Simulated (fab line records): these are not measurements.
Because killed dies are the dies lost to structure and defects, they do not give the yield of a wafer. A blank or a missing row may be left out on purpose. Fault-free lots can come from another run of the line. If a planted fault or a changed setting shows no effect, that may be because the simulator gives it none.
What tool caused it? ; flow n5 finfet ; 33 wafers from 11 lots sampled at 4 of the route's 1938 steps

== WHAT EACH GAUGE READ, for each wafer ==
N5_BEOL_M5_OVL_MEAS_29. Usual: V4_OVL gives 0.4 nm (standard deviation 0.72).
lot;measured;on;V4_OVL (nm);flag
L159;day 8 07:53;overlay-02;0.9 0.1 -0.2;
L163;day 9 10:56;overlay-02;1.1 1.2 -0.1;
L165;day 9 17:16;overlay-01;-0.2 -0.1 0.3;
L166;day 10 06:32;overlay-02;0.2 1.0 -0.1;
L168;day 10 22:55;overlay-01;0.4 -0.5 0.0;
L169;day 11 07:45;overlay-02;-1.3 0.2 0.0;
L170;day 11 14:47;overlay-01;0.6 0.3 1.3;
L172;day 11 13:52;overlay-02;1.5 1.0 0.6;
L175;day 12 08:34;overlay-01;0.5 0.6 1.3;
L178;day 13 03:43;overlay-01;1.7 1.5 0.7;
L181;day 14 00:17;overlay-02;0.4 0.6 0.3;

== WHAT TOOL EACH LOT RAN ON (gives the tool, then ch and the chambers of the sampled wafers, and finally the start) ==
lot;N5_BEOL_M5_ILD_DEP_00;N5_BEOL_M5_ETCH_61;N5_BEOL_M5_COAT_22
L159;pecvd-04 ch 0,1,2, day 8 02:53;rie diel-04 ch 2,3, day 8 06:14;litho track-02 ch 0, day 8 07:34
L163;pecvd-04 ch 0,1,2, day 9 07:40;rie diel-03 ch 0,2,3, day 9 10:02;litho track-03 ch 0, day 9 10:31
L165;pecvd-01 ch 0,1,2, day 9 11:04;rie diel-04 ch 0,2,3, day 9 12:35;litho track-05 ch 0, day 9 16:58
L166;pecvd-03 ch 0,1,2, day 10 01:43;rie diel-03 ch 0,2, day 10 04:50;litho track-03 ch 0, day 10 06:14
L168;pecvd-04 ch 0,1,2, day 10 18:59;rie diel-03 ch 2,3, day 10 21:58;litho track-03 ch 0, day 10 22:28
L169;pecvd-03 ch 0,1,2, day 11 04:47;rie diel-03 ch 0,3, day 11 06:36;litho track-02 ch 0, day 11 07:27
L170;pecvd-03 ch 0,1,2, day 11 09:20;rie diel-01 ch 0,1,2, day 11 12:08;litho track-05 ch 0, day 11 14:28
L172;pecvd-04 ch 0,1, day 11 09:52;rie diel-04 ch 1,3, day 11 12:52;litho track-02 ch 0, day 11 13:27
L175;pecvd-04 ch 0,2, day 12 06:08;rie diel-04 ch 1,2,3, day 12 07:38;litho track-02 ch 0, day 12 08:15
L178;pecvd-04 ch 0,1,2, day 12 23:55;rie diel-04 ch 0,1,2, day 13 02:22;litho track-05 ch 0, day 13 03:25
L181;pecvd-04 ch 0,1,2, day 13 18:44;rie diel-01 ch 0,1,2, day 13 22:16;litho track-03 ch 0, day 13 23:52
- N5_BEOL_M5_ILD_DEP_00: deposits SiCOH lowk from DEMS/porogen, target thk 140.64 nm, time 25.9 s.
- N5_BEOL_M5_ETCH_61: etches SiARC in CF4, target depth 15.6 nm, time 26 s.
- N5_BEOL_M5_COAT_22: resist thk 30 nm.

== WHAT THE TOOLS THEMSELVES READ (means of the sampled wafers that have a number; where no wafer has one, the mark that the record gives instead) ==
N5_BEOL_M5_ILD_DEP_00. Usual: heater power w 359 W, standard deviation 66; showerhead plenum p Torr 5.740 Torr, standard deviation 0.014; throttle valve pct 13.5 %, standard deviation 0.84.
lot;tool;heater power w (W);showerhead plenum p Torr (Torr);throttle valve pct (%);flag
L159;pecvd-04;411;5.736;13.3;
L163;pecvd-04;408;5.737;13.4;
L165;pecvd-01;285;5.734;13.8;
L166;pecvd-03;299;5.735;14.8;
L168;pecvd-04;419;5.739;13.0;
L169;pecvd-03;301;5.735;14.7;
L170;pecvd-03;298;5.740;14.6;
L172;pecvd-04;424;5.729;13.1;
L175;pecvd-04;376;5.739;12.7;
L178;pecvd-04;404;5.741;12.9;
L181;pecvd-04;398;5.747;13.0;

N5_BEOL_M5_ETCH_61. Usual: drypump motor current A 5.8 A, standard deviation 0.6; etch rf on time s 25.7 s, standard deviation 0.32; oes product au 0.69 a.u., standard deviation 0.084; rf vpp V 184.2 V, standard deviation 1.2; showerhead plenum p Torr 2.15 Torr, standard deviation 0.077; throttle valve pct 15.58 %, standard deviation 0.17.
lot;tool;drypump motor current A (A);etch rf on time s (s);oes product au (a.u.);rf vpp V (V);showerhead plenum p Torr (Torr);throttle valve pct (%);flag
L159;rie diel-04;6.5;25.7;0.60;182.8;2.07;15.63;
L163;rie diel-03;5.6;25.5;0.68;184.1;2.15;15.51;
L165;rie diel-04;6.1;26.0;0.61;183.8;2.12;15.72;
L166;rie diel-03;5.4;25.8;0.62;183.5;2.10;15.70;
L168;rie diel-03;5.8;25.6;0.66;184.7;2.18;15.61;
L169;rie diel-03;5.5;25.9;0.65;184.6;2.12;15.46;
L170;rie diel-01;5.7;25.4;0.78;184.5;2.18;15.46;
L172;rie diel-04;6.3;25.8;0.64;183.0;2.08;15.56;
L175;rie diel-04;6.1;25.6;0.73;183.6;2.11;15.49;
L178;rie diel-04;5.6;25.8;0.74;184.8;2.17;15.58;
L181;rie diel-01;5.7;25.3;0.76;185.0;2.17;15.49;

N5_BEOL_M5_COAT_22. Usual: spin speed rpm reads 1500.1 rpm (standard deviation 1).
lot;tool;spin speed rpm (rpm);flag
L159;litho track-02;1500.1;
L163;litho track-03;1500.5;
L165;litho track-05;1499.5;
L166;litho track-03;1500.5;
L168;litho track-03;1500.1;
L169;litho track-02;1499.9;
L170;litho track-05;1500.0;
L172;litho track-02;1621.7;OFF
L175;litho track-02;1623.2;OFF
L178;litho track-05;1500.5;
L181;litho track-03;1499.2;

== THE ANSWER, worked out from the rows above alone ==
Rule: lot off if the mean of its wafers having a number is beyond 3 standard deviations from the usual mean. Also off: a lot with no number at a reading for which 4 or more lots have one. Where the step has rows for the other lots, those lots are counted as sound. The gauges are gone through in route order, then the tools' own readings, and for those a lot's mean is taken as printed above. At the first step where some lot is off, the reading lying furthest off is the one used; lots without a number count as furthest.
Off, at N5_BEOL_M5_COAT_22 on spin speed rpm: L172, L175.
If a tool, at that step or one of the process steps before it, ran each lot that is off and ran no sound lot following the first of them, it fits. One fits: litho track-02 at N5_BEOL_M5_COAT_22. Its last sound lot is L169 (day 11 07:27), its first lot that is off L172 (day 11 13:27): a fault that began between those two fits.
The tool's own readings at N5_BEOL_M5_COAT_22 bear it out: on the lots that are off they differ by more than 5 times the standard deviation of the sound lots' means. spin speed rpm reads 1622.5 rpm there against 1500.0 rpm on the sound lots.

== WHAT THE SIMULATOR HAD INSERTED ==
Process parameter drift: litho track-02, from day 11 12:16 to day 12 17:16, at N5_BEOL_M5_COAT_22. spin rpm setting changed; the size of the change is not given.
Lots struck among those shown: L172, L175. The rule above reached the same finding.
